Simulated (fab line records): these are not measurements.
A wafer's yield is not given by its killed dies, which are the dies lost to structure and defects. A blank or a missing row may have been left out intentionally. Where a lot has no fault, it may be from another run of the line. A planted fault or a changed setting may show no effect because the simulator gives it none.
Comparing a struck lot with a sound one || flow n5Finfet || 15 out of 1938 route steps
Sound: the wafers L528.4, L528.5, L528.6. Struck: wafer L532.4. (L532.1, L532.3 of the same lot were not struck and are left out.) The cause comes at the end.
At each step with rows: each side's tool, then ch and its chambers, then its first start. Under that, the readings that differ: sound wafers || struck wafers || difference of the means || sigmas: that difference in standard deviations of wafers without a fault.
alike: same words and numbers on both sides, and readings whose means sit less than 2 such deviations apart. not compared: any withheld reading, any reading some wafer has no value for, any bound like >300 that may hide the same value, and any number with overlapping values for which the record gives no deviation.
The two part at a step that has a row with sigmas, a row that says differs or no value, or rows on one side only. When numbers do not overlap yet have no deviation, they are printed without sigmas and do not part them. Lack of a reading on every wafer of one side parts them only where that side has two or more wafers.

first, 4 steps without rows for these wafers: N5_SD_EPI_N_SOFTBAKE_04 (time 60 s); N5_SD_EPI_N_EXPOSE_06 (exposes mask SD N BLK, target cd 120 nm); N5_SD_EPI_N_PEB_07 (peb time 60 s); N5_SD_EPI_N_DEVELOP_08 (develop time 30 s).
N5_SD_EPI_N_CD_MEAS_09: the cd target is 120 nm.
  sound on cdSem-01 ch 0, day 4 20:11; struck on cdSem-03 ch 0, day 5 22:14
  alike: cdNm
N5_SD_EPI_N_OVL_MEAS_10:
  sound on overlay-02 ch 0, day 4 20:13; struck on overlay-01 ch 0, day 5 22:16
  alike: SD_N_BLK_OVL
N5_SD_EPI_N_INSPECT_11: inspects for defects (macro).
  sound on defectInspect-02, day 4 20:14; struck on defectInspect-02, day 5 22:17
  alike: rawDefectCount
N5_SD_EPI_N_DESCUM_14: chemistry O2, time 7.9 s.
  sound on rieDiel-01 ch 0,1,2, day 4 20:16; struck on rieDiel-01 ch 0, day 5 22:26
  alike: biasPowerW, drypumpMotorCurrentA, oesProductAu, rfVppV, showerheadPlenumPTorr, throttleValvePct
  not compared: rfHoursCounterH
N5_SD_EPI_N_ETCH_34: etches SiARC in CF4, target depth 45.5 nm, time 75.8 s.
  sound on rieDiel-01 ch 0,1,2, day 4 20:18; struck on rieDiel-01 ch 0, day 5 22:28
  alike: cf4FlowSccm, drypumpMotorCurrentA, etchRfOnTimeS, oesProductAu, rfVppV, showerheadPlenumPTorr, throttleValvePct
  not compared: rfHoursCounterH
N5_SD_EPI_N_ETCH_35: etches SOC in N2/H2, overetch 108 nm, time 486 s.
  sound on rieDiel-01 ch 0,1,2, day 4 20:22; struck on rieDiel-01 ch 0, day 5 22:31
{"reading": "rfVppV (V)", "sound": "239.2 242.2 242.5", "struck": 237.7, "difference": -3.6, "sigmas": -2}
  alike: drypumpMotorCurrentA, oesProductAu, showerheadPlenumPTorr, throttleValvePct
  not compared: rfHoursCounterH
then, 1 step without rows for these wafers: N5_SD_EPI_N_STRIP_36 (strips in N2/H2).
N5_SD_EPI_N_ETCHBACK_44: etches SiNx in CH3F/O2, stops on SiO2, target depth 14.5 nm.
  sound on rieDiel-01 ch 0,1,2, day 4 20:41; struck on rieDiel-01 ch 0, day 5 22:51
  alike: drypumpMotorCurrentA, oesProductAu, rfVppV, showerheadPlenumPTorr, throttleValvePct
  not compared: rfHoursCounterH
N5_SD_EPI_N_ETCH_45: etches SiOCN in CH3F/O2, target depth 6 nm.
  sound on rieDiel-01 ch 0,1,2, day 4 20:47; struck on rieDiel-01 ch 0, day 5 22:57
{"reading": "oesProductAu (a.u.)", "sound": "0.76 0.92 0.71", "struck": 0.96, "difference": "+0.16", "sigmas": "+2"}
{"reading": "model.etch.depthNm (nm)", "sound": "5.888 6.016 5.887", "struck": 8.459, "difference": "+2.529", "sigmas": ""}
  alike: drypumpMotorCurrentA, rfVppV, showerheadPlenumPTorr, throttleValvePct
  not compared: rfHoursCounterH
N5_SD_EPI_N_ETCH_16: etches SiO2 in CHF3/O2, target depth 5 nm.
  sound on rieDiel-01 ch 0,1,2, day 4 20:53; struck on rieDiel-01 ch 0, day 5 23:03
  alike: drypumpMotorCurrentA, oesProductAu, rfVppV, showerheadPlenumPTorr, throttleValvePct
  not compared: rfHoursCounterH
-- record jumps: 5 days separate the struck wafers' starts on either side; left off in module SD_EPI_N, taken up again in module BEOL_M4, whose first shown step is the route's number 1111 --
N5_BEOL_M4_RC_MEAS_101:
  sound on prober-01 ch 0, day 10 00:29; struck on prober-02 ch 0, day 11 01:59
{"reading": "DIBL_N (mV/V)", "sound": "38.5 38.2 34.9", "struck": 40.3, "difference": "+3.1", "sigmas": "+2"}
{"reading": "DIBL_P (mV/V)", "sound": "37.2 38.1 32.6", "struck": 40.3, "difference": "+4.3", "sigmas": "+3"}
{"reading": "IOFF_N (nA/um)", "sound": "0.182 0.179 0.116", "struck": 0.221, "difference": "+0.062", "sigmas": "+3"}
  alike: IOFF_P, ION_N, ION_P, SS_N, SS_P, VT_N, VT_P

== WHERE THEY PART ==
First at N5_SD_EPI_N_ETCH_35; last, within this record, at N5_BEOL_M4_RC_MEAS_101.

WHY: what had been put in by the simulator
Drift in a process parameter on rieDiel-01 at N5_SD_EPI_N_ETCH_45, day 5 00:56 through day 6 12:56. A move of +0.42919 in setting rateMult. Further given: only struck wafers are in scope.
